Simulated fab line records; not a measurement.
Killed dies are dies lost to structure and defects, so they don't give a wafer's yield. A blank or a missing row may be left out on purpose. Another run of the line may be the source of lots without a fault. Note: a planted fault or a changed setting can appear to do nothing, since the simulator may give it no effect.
Which tool did it? -- flow n5-finfet -- 10 lots with 27 wafers sampled at 6 steps, on a route of 1938 steps

## WHAT THE GAUGES READ, wafer by wafer
N5_BEOL_M0_SAQP_THK_MEAS_05. Usual: thk-nm at 59.8 nm, with a standard deviation of 0.66.
lot,measured,on,thk-nm (nm),flag
L855,day 5 09:17,film-metro-01,59.2 60.2 60.9,
L860,day 6 19:18,film-metro-01,60.0 61.0 61.1,
L862,day 7 03:17,film-metro-02,58.8 60.4 60.2,
L865,day 8 02:29,film-metro-01,59.2 60.5 60.0,
L869,day 8 21:37,film-metro-02,58.4 58.3,
L873,day 10 01:02,film-metro-02,58.7 58.4 60.0,
L874,day 10 04:29,film-metro-01,59.7 58.9,
L877,day 10 20:01,film-metro-01,60.0 60.3,
L876,day 10 23:11,film-metro-01,59.5 60.3 60.6,
L878,day 11 02:54,film-metro-02,59.9 59.8 61.3,

N5_BEOL_M0_SAQP_CD_MEAS_14: target cd 42.5 nm. Usual: cd-nm at 42.5 nm, with a standard deviation of 0.32.
lot,measured,on,cd-nm (nm),flag
L855,day 5 09:46,cd-sem-02,42.3 42.4 42.6,
L860,day 6 19:41,cd-sem-01,43.0 41.8 42.7,
L862,day 7 03:46,cd-sem-03,41.8 41.8 42.2,
L865,day 8 02:58,cd-sem-01,42.2 42.4 39.6,OFF
L869,day 8 22:05,cd-sem-02,42.8 39.2,OFF
L873,day 10 01:25,cd-sem-03,42.4 42.5 42.3,
L874,day 10 05:00,cd-sem-02,42.2 42.3,
L877,day 10 20:30,cd-sem-03,42.5 42.8,
L876,day 10 23:41,cd-sem-03,42.4 42.8 43.3,
L878,day 11 03:23,cd-sem-03,42.6 42.8 42.3,

N5_BEOL_M4_RC_MEAS_101. Usual: DIBL_N 37.1 mV/V, standard deviation 1.9; DIBL_P 37.2 mV/V, standard deviation 2.3; IOFF_N 0.18 nA/um, standard deviation 0.04; IOFF_P 0.23 nA/um, standard deviation 0.044; ION_N 682 uA/um, standard deviation 11; ION_P 468 uA/um, standard deviation 8.6; SS_N 71.9 mV/dec, standard deviation 0.68; SS_P 73.5 mV/dec, standard deviation 0.74; VT_N 248 mV, standard deviation 3.4; VT_P -248 mV, standard deviation 3.4.
lot,measured,on,DIBL_N (mV/V),DIBL_P (mV/V),IOFF_N (nA/um),IOFF_P (nA/um),ION_N (uA/um),ION_P (uA/um),SS_N (mV/dec),SS_P (mV/dec),VT_N (mV),VT_P (mV),flag
L855,day 8 02:03,prober-01,38.1 35.5 38.4,37.9 34.4 37.7,0.19 0.13 0.19,0.25 0.20 0.25,676 668 679,471 460 465,71.6 71.4 72.1,73.4 72.3 73.3,248 254 250,-247 -250 -248,
L860,day 9 00:59,prober-01,40.9 38.7 39.4,38.9 35.7 37.6,0.24 0.19 0.19,0.29 0.22 0.25,696 677 678,474 460 463,72.2 71.5 71.9,73.9 72.8 73.9,242 246 248,-246 -248 -248,
L862,day 9 06:25,prober-02,32.9 35.6 34.9,33.4 35.8 34.8,0.11 0.16 0.15,0.16 0.19 0.17,660 679 670,455 461 460,70.7 71.8 72.0,72.0 72.5 72.5,254 248 249,-254 -252 -254,
L865,day 10 10:13,prober-01,36.6 34.3 34.6,38.5 37.1 35.9,0.17 0.14 0.14,0.20 0.18 0.17,685 676 675,461 461 456,71.6 70.7 71.0,74.0 73.0 72.0,249 254 251,-254 -251 -255,
L869,day 11 06:06,prober-02,38.3 37.2,39.1 36.0,0.22 0.18,0.28 0.21,692 667,470 453,72.2 73.5,73.0 73.0,246 251,-246 -252,
L873,day 12 16:45,prober-01,38.3 40.2 40.9,37.5 38.8 40.6,0.19 0.24 0.25,0.26 0.30 0.33,698 688 693,484 465 476,71.2 72.5 72.6,74.0 74.3 73.9,245 244 244,-244 -245 -244,
L874,day 12 12:32,prober-01,36.9 37.8,35.7 35.7,0.17 0.19,0.18 0.19,666 670,444 452,73.2 73.0,73.4 73.2,250 251,-256 -253,
L877,day 13 06:49,prober-01,36.3 32.8,37.3 33.6,0.19 0.13,0.26 0.20,689 652,471 457,72.2 71.2,73.4 71.7,246 253,-245 -250,
L876,day 13 07:31,prober-02,35.7 40.3 36.5,36.0 39.2 36.0,0.16 0.23 0.16,0.20 0.24 0.20,685 684 685,469 461 468,70.9 72.7 71.6,73.0 74.4 73.3,248 245 249,-250 -252 -253,
L878,day 13 09:58,prober-02,36.4 36.8 37.0,36.7 36.7 37.2,0.17 0.17 0.18,0.21 0.22 0.23,672 671 675,459 454 460,71.2 72.2 71.9,73.0 73.5 73.8,248 248 247,-252 -250 -250,

## TOOL THAT RAN EACH LOT (tool first, then ch and the chambers of the sampled wafers, then the start)
lot,N5_BEOL_M0_SAQP_HM_DEP_02,N5_BEOL_M0_SAQP_PEB_12,N5_BEOL_M0_SAQP_ETCH_84
L855,"pvd-sputter-01, day 5 08:58","litho-track-04 ch 0, day 5 09:43","rie-diel-06 ch 0,1,2, day 5 09:57"
L860,"pvd-sputter-02, day 6 18:58","litho-track-03 ch 0, day 6 19:37","rie-diel-04 ch 0,3, day 6 19:51"
L862,"pvd-sputter-03, day 7 02:52","litho-track-04 ch 0, day 7 03:42","rie-diel-02 ch 0,2,3, day 7 03:57"
L865,"pvd-sputter-01, day 8 02:09","litho-track-04 ch 0, day 8 02:54","rie-diel-06 ch 1,2,3, day 8 03:08"
L869,"pvd-sputter-02, day 8 21:17","litho-track-04 ch 0, day 8 22:02","rie-diel-06 ch 0,3, day 8 22:16"
L873,"pvd-sputter-01, day 10 00:43","litho-track-03 ch 0, day 10 01:21","rie-diel-02 ch 0,2,3, day 10 01:35"
L874,"pvd-sputter-03, day 10 04:04","litho-track-01 ch 0, day 10 04:56","rie-diel-02 ch 0,2, day 10 05:10"
L877,"pvd-sputter-02, day 10 19:35","litho-track-01 ch 0, day 10 20:26","rie-diel-02 ch 0,2, day 10 20:40"
L876,"pvd-sputter-02, day 10 22:46","litho-track-03 ch 0, day 10 23:37","rie-diel-06 ch 1,2,3, day 10 23:51"
L878,"pvd-sputter-01, day 11 02:34","litho-track-03 ch 0, day 11 03:19","rie-diel-06 ch 1,2, day 11 03:33"
- N5_BEOL_M0_SAQP_HM_DEP_02: deposits TiN, target thk 12 nm.
- N5_BEOL_M0_SAQP_PEB_12: peb time 60 s.
- N5_BEOL_M0_SAQP_ETCH_84: etches SOC in N2/H2, target depth 100 nm, overetch 20 nm, time 150 s.

## AS READ BY THE TOOLS THEMSELVES (means over the sampled wafers that have a number; for cases with no such wafer, the mark the record gives instead)
N5_BEOL_M0_SAQP_HM_DEP_02. Usual: throttle-valve-pct at 30.1 %, with a standard deviation of 1.5.
lot,tool,throttle-valve-pct (%),flag
L855,pvd-sputter-01,29.5,
L860,pvd-sputter-02,29.9,
L862,pvd-sputter-03,31.0,
L865,pvd-sputter-01,29.2,
L869,pvd-sputter-02,29.9,
L873,pvd-sputter-01,29.8,
L874,pvd-sputter-03,29.5,
L877,pvd-sputter-02,31.6,
L876,pvd-sputter-02,30.5,
L878,pvd-sputter-01,30.0,

N5_BEOL_M0_SAQP_PEB_12. Usual: exhaust-pa at 45.0 Pa, with a standard deviation of 0.9.
lot,tool,exhaust-pa (Pa),flag
L855,litho-track-04,44.0,
L860,litho-track-03,45.5,
L862,litho-track-04,44.1,
L865,litho-track-04,44.2,
L869,litho-track-04,45.4,
L873,litho-track-03,45.8,
L874,litho-track-01,45.1,
L877,litho-track-01,44.5,
L876,litho-track-03,45.1,
L878,litho-track-03,45.1,

N5_BEOL_M0_SAQP_ETCH_84. Usual: drypump-motor-current-A 5.8 A, standard deviation 0.34; h2-flow-sccm 200.0 sccm, standard deviation 0.59; oes-product-au 0.73 a.u., standard deviation 0.063; rf-vpp-V 524.3 V, standard deviation 2.7; showerhead-plenum-p-Torr 2.55 Torr, standard deviation 0.093; throttle-valve-pct 17.71 %, standard deviation 0.24.
lot,tool,drypump-motor-current-A (A),h2-flow-sccm (sccm),oes-product-au (a.u.),rf-vpp-V (V),showerhead-plenum-p-Torr (Torr),throttle-valve-pct (%),flag
L855,rie-diel-06,6.0,199.7,0.75,523.1,2.53,17.59,
L860,rie-diel-04,5.8,200.6,0.86,523.9,2.53,17.55,
L862,rie-diel-02,5.8,200.5,0.71,525.3,2.60,17.79,
L865,rie-diel-06,5.9,200.2,0.74,525.6,2.60,17.59,
L869,rie-diel-06,5.6,199.5,0.67,523.5,2.53,17.80,
L873,rie-diel-02,5.8,199.6,0.70,525.3,2.59,17.82,
L874,rie-diel-02,5.8,200.0,0.69,524.7,2.55,18.11,
L877,rie-diel-02,5.8,200.4,0.68,524.6,2.55,18.12,
L876,rie-diel-06,5.9,200.4,0.72,524.5,2.59,17.61,
L878,rie-diel-06,6.1,200.0,0.74,524.0,2.54,17.55,

## THE ANSWER, worked out from the rows above alone
Rule: a lot counts as off when the mean over its wafers that have a number is more than 3 standard deviations away from the usual mean. A lot without any number at a reading at which 4 lots or more have one is off too. All remaining lots with rows at the step are treated as sound. The gauges are gone through in route order, then the tools' own readings, and for those a lot's mean is taken as printed above. The first step at which some lot is off is used, and at that step the reading that is off furthest; a lot without a number counts as furthest.
Off at N5_BEOL_M0_SAQP_CD_MEAS_14 (cd-nm): L865, L869.
A tool fits if, at a process step before that reading, it ran every lot that is off, and no sound lot after the first of them. The gauges at N5_BEOL_M0_SAQP_CD_MEAS_14 are tried like those tools. One fits: litho-track-04 at N5_BEOL_M0_SAQP_PEB_12. Its last sound lot is L862 (day 7 03:42), its first lot that is off L865 (day 8 02:54): a fault that began between those two fits.

## WHAT WAS PUT IN BY THE SIMULATOR
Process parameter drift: litho-track-04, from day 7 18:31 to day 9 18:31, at N5_BEOL_M0_SAQP_PEB_12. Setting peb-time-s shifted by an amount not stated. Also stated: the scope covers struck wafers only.
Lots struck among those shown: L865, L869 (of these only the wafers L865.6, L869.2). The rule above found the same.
